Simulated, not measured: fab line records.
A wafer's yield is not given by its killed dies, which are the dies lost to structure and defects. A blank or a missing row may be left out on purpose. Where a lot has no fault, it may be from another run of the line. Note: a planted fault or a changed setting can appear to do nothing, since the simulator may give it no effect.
Matching of chambers | flow n5 finfet | N5_BEOL_M0_SAQP_HM_DEP_111 on pecvd-03: 3 sister chambers
The step deposits SiO2 from SiH4/N2O, target thk 12 nm, time 7.2 s. 14 wafers are shown with their chamber, then 7 later ones without.

== EACH WAFER AND ITS CHAMBER ==
wafer  | chamber | showerhead plenum p Torr (Torr) | heater power w (W) | rf fwd power W (W)
L083.1 | 0       | 8.12                            | 780                | 270.5
L083.2 | 2       | 8.23                            | 638                | 271.8
L083.4 | 2       | 8.24                            | 622                | 272.1
L084.1 | 0       | 8.11                            | 716                | 271.9
L084.2 | 1       | 8.18                            | 960                | 272.3
L084.6 | 0       | 8.11                            | 752                | 271.8
L086.1 | 0       | 8.11                            | 692                | 272.4
L086.3 | 2       | 8.25                            | 507                | 273.7
L086.6 | 1       | 8.18                            | 872                | 274.0
L088.2 | 0       | 8.10                            | 721                | 270.6
L088.3 | 1       | 8.17                            | 810                | 272.9
L088.5 | 2       | 8.27                            | 604                | 272.1
L090.1 | 2       | 8.24                            | 610                | 273.0
L090.4 | 0       | 8.11                            | 680                | 270.4

SIGNATURES, as means of the wafers listed above
reading                  | chamber 0 | chamber 1 | chamber 2 | scatter within a chamber
showerhead plenum p Torr | 8.1100    | 8.1767    | 8.2460    | 0.0104
heater power w           | 723.50    | 880.67    | 596.20    | 51.3
rf fwd power W           | 271.267   | 273.067   | 272.540   | 0.838
Rule: a wafer lies at a distance from a chamber equal to the root of the sum of squares, over the readings, of (its reading less the chamber's mean, divided by the reading's scatter). The wafer belongs to the nearest chamber; if the next one is less than 2 further off, it can't be placed. The scatter: the root of (the sum of the squares of (reading less its chamber's mean) over the shown wafers, divided by (wafers less chambers)).

== WAFERS WITHOUT THEIR CHAMBER ==
wafer  | showerhead plenum p Torr (Torr) | heater power w (W) | rf fwd power W (W)
L090.5 | 8.15                            | 915                | 272.2
L094.1 | 8.11                            | 734                | 272.3
L094.2 | 8.24                            | 622                | 271.6
L094.5 | 8.18                            | 907                | 273.6
L095.2 | 8.25                            | 564                | 273.5
L095.3 | 8.11                            | 703                | 272.6
L095.4 | 8.25                            | 566                | 272.5

== THE CHAMBER EACH PASSED THROUGH ==
wafer  | from the rows above | in truth
L090.5 | 1                   | 1
L094.1 | 0                   | 0
L094.2 | 2                   | 2
L094.5 | 1                   | 1
L095.2 | 2                   | 2
L095.3 | 0                   | 0
L095.4 | 2                   | 2
Correct placement for 7 of the 7. Left unplaced by these rows: 0. 0 placed wrongly.
